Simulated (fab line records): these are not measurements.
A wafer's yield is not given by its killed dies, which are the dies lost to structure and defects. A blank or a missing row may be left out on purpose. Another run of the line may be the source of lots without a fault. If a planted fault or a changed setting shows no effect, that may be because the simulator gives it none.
Which of the tools did it?	flow n5 finfet	8 lots, 24 wafers sampled, at 7 steps of a route of 1938

WHAT THE GAUGES SHOWED, per wafer
N5_BEOL_M0_SAQP_INSPECT_42: inspects for defects (brightfield). Usual: raw defect count reads 307 (standard deviation 77).
lot	measured	on	raw defect count	flag
L563	day 5 17:13	defect inspect-01	247 241 271	
L566	day 6 07:53	defect inspect-01	448 343 303	
L568	day 6 22:21	defect inspect-02	1336 1215 1376	OFF
L570	day 7 11:31	defect inspect-02	1377 1337 1281	OFF
L577	day 9 04:37	defect inspect-01	316 289 209	
L578	day 9 12:15	defect inspect-02	269 212 250	
L580	day 9 20:41	defect inspect-02	303 344 371	
L584	day 11 03:45	defect inspect-02	313 396 515	

N5_BEOL_M0_CUTY_INSPECT_59: inspects for defects (macro). Usual: raw defect count reads 2.0 (standard deviation 1.6).
lot	measured	on	raw defect count	flag
L563	day 5 18:31	defect inspect-01	7 4 3	
L566	day 6 09:15	defect inspect-01	1 1 8	
L568	day 7 00:11	defect inspect-02	>300 >300 >300	OFF
L570	day 7 12:56	defect inspect-01	>300 >300 >300	OFF
L577	day 9 06:16	defect inspect-01	1 2 2	
L578	day 9 14:01	defect inspect-02	3 3 1	
L580	day 9 21:57	defect inspect-01	0 2 1	
L584	day 11 05:28	defect inspect-02	1 3 4	

N5_BEOL_M4_RC_MEAS_101. Usual: DIBL_N 35.8 mV/V, standard deviation 1.5; DIBL_P 35.9 mV/V, standard deviation 1.8; IOFF_N 0.152 nA/um, standard deviation 0.025; IOFF_P 0.21 nA/um, standard deviation 0.031; ION_N 672 uA/um, standard deviation 11; ION_P 462 uA/um, standard deviation 7.4; SS_N 71.5 mV/dec, standard deviation 0.52; SS_P 73.2 mV/dec, standard deviation 0.54; VT_N 250 mV, standard deviation 3; VT_P -250 mV, standard deviation 3.3.
lot	measured	on	DIBL_N (mV/V)	DIBL_P (mV/V)	IOFF_N (nA/um)	IOFF_P (nA/um)	ION_N (uA/um)	ION_P (uA/um)	SS_N (mV/dec)	SS_P (mV/dec)	VT_N (mV)	VT_P (mV)	flag
L563	day 8 04:01	prober-02	37.7 35.8 35.6	37.6 35.2 36.1	0.168 0.146 0.145	0.25 0.20 0.22	681 669 672	470 463 472	71.9 71.5 71.4	73.4 73.2 72.5	250 250 251	-247 -248 -248	
L566	day 8 10:41	prober-01	34.4 37.0 36.8	31.2 34.5 34.3	0.096 0.137 0.137	0.13 0.18 0.18	655 672 669	449 458 458	70.5 71.1 71.2	72.3 73.2 73.1	261 253 251	-260 -254 -255	
L568	day 9 10:22	prober-02	36.1 36.7 36.1	34.1 34.2 35.3	0.143 0.153 0.155	0.20 0.20 0.22	678 659 664	465 449 461	71.3 71.6 70.4	73.3 73.1 73.9	251 249 248	-249 -247 -247	
L570	day 9 17:10	prober-02	37.0 37.5 35.0	36.6 37.7 33.7	0.143 0.146 0.112	0.19 0.19 0.14	670 665 661	459 453 450	71.6 71.9 71.4	73.8 74.1 72.9	252 254 256	-255 -255 -259	
L577	day 11 06:28	prober-01	35.0 35.6 35.9	34.8 35.4 36.6	0.141 0.143 0.164	0.19 0.20 0.22	677 667 678	463 464 466	71.7 71.7 71.9	72.9 73.0 73.7	249 253 248	-253 -251 -249	
L578	day 11 21:38	prober-02	35.2 38.9 35.4	36.2 40.1 35.7	0.142 0.205 0.134	0.20 0.27 0.20	675 687 658	461 475 456	71.5 72.3 71.5	73.4 74.0 72.7	250 245 250	-252 -247 -251	
L580	day 12 20:54	prober-01	34.6 36.3 35.0	35.8 37.8 36.7	0.160 0.185 0.175	0.20 0.24 0.22	672 692 701	456 470 472	71.6 71.3 71.0	73.2 73.8 73.5	247 245 246	-250 -250 -250	
L584	day 13 12:31	prober-02	33.7 33.9 34.5	34.6 34.2 34.7	0.135 0.133 0.145	0.20 0.19 0.20	662 664 653	465 455 455	71.3 71.8 71.4	72.6 73.0 73.2	251 253 254	-249 -251 -252	

WHAT TOOL EACH LOT RAN ON (gives the tool, then ch and the chambers of the sampled wafers, and finally the start)
lot	N5_BEOL_M0_SAQP_STRIP_86	N5_BEOL_M0_SAQP_ETCH_106	N5_BEOL_M0_SAQP_DESCUM_45	N5_BEOL_M0_SAQP_ETCH_49
L563	rie diel-05 ch 1,2,3, day 5 13:11	rie diel-06 ch 0,1,3, day 5 15:32	rie diel-05 ch 1,2,3, day 5 17:16	rie diel-06 ch 0,1,3, day 5 18:06
L566	rie diel-01 ch 0,1,3, day 6 04:05	rie diel-06 ch 1,2,3, day 6 05:59	rie diel-06 ch 1,2, day 6 08:01	rie diel-06 ch 0,1,3, day 6 08:50
L568	rie diel-01 ch 2,3, day 6 18:50	rie diel-06 ch 2,3, day 6 20:54	rie diel-05 ch 0,1,3, day 6 22:23	rie diel-06 ch 0,2,3, day 6 23:38
L570	rie diel-06 ch 0,3, day 7 08:05	rie diel-06 ch 0,3, day 7 10:02	rie diel-01 ch 2,3, day 7 11:34	rie diel-05 ch 0,1,3, day 7 12:23
L577	rie diel-05 ch 1,2,3, day 9 00:44	rie diel-01 ch 1,2, day 9 02:38	rie diel-05 ch 1,2,3, day 9 04:44	rie diel-05 ch 0,2, day 9 05:42
L578	rie diel-05 ch 0,1,3, day 9 08:19	rie diel-05 ch 1,2,3, day 9 10:35	rie diel-06 ch 1,2,3, day 9 12:28	rie diel-06 ch 1,2,3, day 9 13:35
L580	rie diel-05 ch 1,3, day 9 17:18	rie diel-05 ch 0,2,3, day 9 19:11	rie diel-01 ch 1,3, day 9 20:43	rie diel-06 ch 1,2, day 9 21:32
L584	rie diel-01 ch 0,3, day 11 00:11	rie diel-01 ch 2,3, day 11 02:04	rie diel-06 ch 1,3, day 11 04:06	rie diel-06 ch 1,3, day 11 04:55
- N5_BEOL_M0_SAQP_STRIP_86: strips in N2/H2.
- N5_BEOL_M0_SAQP_ETCH_106: etches SOC in N2/H2, stops on SiNx, target depth 150 nm.
- N5_BEOL_M0_SAQP_DESCUM_45: chemistry O2, time 7 s.
- N5_BEOL_M0_SAQP_ETCH_49: etches SiO2 in CF4/O2, target depth 37 nm.

WHAT THE TOOLS THEMSELVES READ (means of the sampled wafers that have a number; where no wafer has one, the mark that the record gives instead)
N5_BEOL_M0_SAQP_STRIP_86. Usual: drypump motor current A 5.62 A, standard deviation 0.28; oes product au 0.77 a.u., standard deviation 0.076; rf vpp V 122.0 V, standard deviation 1.3; showerhead plenum p Torr 3.40 Torr, standard deviation 0.073; throttle valve pct 19.1 %, standard deviation 0.38.
lot	tool	drypump motor current A (A)	oes product au (a.u.)	rf vpp V (V)	showerhead plenum p Torr (Torr)	throttle valve pct (%)	flag
L563	rie diel-05	5.45	0.80	121.8	3.39	18.9	
L566	rie diel-01	5.95	0.71	121.3	3.47	19.5	
L568	rie diel-01	5.60	0.73	122.4	3.43	18.7	
L570	rie diel-06	5.50	0.81	122.5	3.36	19.2	
L577	rie diel-05	5.48	0.78	123.2	3.38	19.0	
L578	rie diel-05	5.62	0.75	121.2	3.40	18.9	
L580	rie diel-05	5.47	0.72	121.9	3.34	18.7	
L584	rie diel-01	5.88	0.77	121.8	3.45	19.0	

N5_BEOL_M0_SAQP_ETCH_106. Usual: drypump motor current A 5.63 A, standard deviation 0.29; oes product au 0.75 a.u., standard deviation 0.073; rf vpp V 241.1 V, standard deviation 1.1; showerhead plenum p Torr 2.58 Torr, standard deviation 0.058; throttle valve pct 17.89 %, standard deviation 0.2.
lot	tool	drypump motor current A (A)	oes product au (a.u.)	rf vpp V (V)	showerhead plenum p Torr (Torr)	throttle valve pct (%)	flag
L563	rie diel-06	5.48	0.76	239.8	2.58	17.86	
L566	rie diel-06	5.36	0.75	241.1	2.54	17.88	
L568	rie diel-06	5.48	0.76	240.6	2.52	17.92	
L570	rie diel-06	5.67	0.76	241.5	2.59	17.92	
L577	rie diel-01	5.51	0.68	241.0	2.55	18.01	
L578	rie diel-05	5.46	0.78	241.0	2.55	17.85	
L580	rie diel-05	5.72	0.75	241.2	2.57	17.89	
L584	rie diel-01	5.59	0.70	240.8	2.58	17.71	

N5_BEOL_M0_SAQP_DESCUM_45. Usual: drypump motor current A 5.6 A, standard deviation 0.3; oes product au 0.76 a.u., standard deviation 0.078; rf vpp V 243.6 V, standard deviation 1.1; showerhead plenum p Torr 2.12 Torr, standard deviation 0.043; throttle valve pct 20.43 %, standard deviation 0.26.
lot	tool	drypump motor current A (A)	oes product au (a.u.)	rf vpp V (V)	showerhead plenum p Torr (Torr)	throttle valve pct (%)	flag
L563	rie diel-05	5.4	0.80	243.5	2.11	20.38	
L566	rie diel-06	5.4	0.70	243.5	2.12	20.51	
L568	rie diel-05	5.6	0.76	243.4	2.13	20.40	
L570	rie diel-01	5.6	0.73	243.9	2.13	20.16	
L577	rie diel-05	5.5	0.78	243.4	2.10	20.41	
L578	rie diel-06	5.4	0.84	242.5	2.09	20.34	
L580	rie diel-01	5.8	0.72	244.0	2.15	20.39	
L584	rie diel-06	5.3	0.90	243.7	2.10	20.15	

N5_BEOL_M0_SAQP_ETCH_49. Usual: drypump motor current A 5.60 A, standard deviation 0.28; oes product au 0.77 a.u., standard deviation 0.077; rf vpp V 240 V, standard deviation 3.7; showerhead plenum p Torr 2.23 Torr, standard deviation 0.053; throttle valve pct 15.85 %, standard deviation 0.17.
lot	tool	drypump motor current A (A)	oes product au (a.u.)	rf vpp V (V)	showerhead plenum p Torr (Torr)	throttle valve pct (%)	flag
L563	rie diel-06	5.46	0.77	238	2.24	15.89	
L566	rie diel-06	5.47	0.76	238	2.24	15.88	
L568	rie diel-06	5.55	0.78	237	2.21	15.88	
L570	rie diel-05	5.62	0.76	243	2.23	15.81	
L577	rie diel-05	5.86	0.77	244	2.28	15.79	
L578	rie diel-06	5.39	0.83	237	2.20	15.80	
L580	rie diel-06	5.46	0.79	237	2.22	15.87	
L584	rie diel-06	5.30	0.89	238	2.23	15.65	

THE ANSWER, worked out from the rows above alone
Rule: lot off if the mean of its wafers having a number is beyond 3 standard deviations from the usual mean. Also off: a lot with no number at a reading for which 4 or more lots have one. All remaining lots with rows at the step are treated as sound. Order of review: gauges by route order, followed by the tools' own readings, for which a lot's mean as printed above is used. The first step at which some lot is off is used, and at that step the reading that is off furthest; a lot without a number counts as furthest.
Off: L568, L570, at N5_BEOL_M0_SAQP_INSPECT_42 (raw defect count).
If a tool, at a process step before that reading, ran all the lots that are off and no sound lot after the first of them, it fits. The gauges at N5_BEOL_M0_SAQP_INSPECT_42 are tried like those tools. One fits: rie diel-06 at N5_BEOL_M0_SAQP_ETCH_106. Its last sound lot is L566 (day 6 05:59), its first lot that is off L568 (day 6 20:54): a fault that began between those two fits.

WHAT THE SIMULATOR HAD PUT IN
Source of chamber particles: rie diel-06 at N5_BEOL_M0_SAQP_ETCH_106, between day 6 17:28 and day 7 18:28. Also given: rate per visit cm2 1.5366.
Shown lots that were struck: L568, L570. This agrees with what the rule above found.
